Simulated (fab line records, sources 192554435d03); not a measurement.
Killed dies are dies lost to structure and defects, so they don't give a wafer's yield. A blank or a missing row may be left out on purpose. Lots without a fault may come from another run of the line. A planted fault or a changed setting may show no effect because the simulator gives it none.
Chamber matching | flow n5_finfet | N5_BEOL_M3_ETCH_70 on rie_diel-03: 4 sister chambers
The step etches SOC in N2/H2, target depth 80 nm, overetch 16 nm, time 120 s. 4 wafers are shown with their chamber, then 8 later ones without.

WAFERS WITH THEIR CHAMBER
wafer  | chamber | drypump_motor_current_A (A)
L091.4 | 2       | 6.06
L091.5 | 1       | 5.95
L091.6 | 0       | 6.43
L092.1 | 3       | 5.72

WAFERS WITHOUT THEIR CHAMBER
wafer  | drypump_motor_current_A (A)
L092.3 | 5.98
L092.4 | 6.40
L093.1 | 5.96
L093.2 | 6.08
L093.5 | 5.70
L097.2 | 6.42
L097.3 | 5.93
L097.5 | 5.93

WHICH CHAMBER EACH WENT THROUGH
wafer  | from the rows above | in truth
L092.3 | 1                   | 1
L092.4 | 0                   | 0
L093.1 | 1                   | 1
L093.2 | 2                   | 2
L093.5 | 3                   | 3
L097.2 | 0                   | 0
L097.3 | 1                   | 1
L097.5 | 1                   | 1
Placed correctly: 8 of 8. Can't be placed from these rows: 0. Placed wrongly: 0.
How it was worked out, from the rows above alone: a wafer's distance from a chamber is the root of the sum, over the readings, of the square of ((its reading less the chamber's mean) divided by the reading's scatter). The wafer belongs to the nearest chamber; if the next one is less than 2 further off, it can't be placed. A chamber's mean is the mean of its shown wafers. The scatter: with one shown wafer a chamber, the root of the mean of the squares of how far each hidden wafer lies from its nearest shown one.
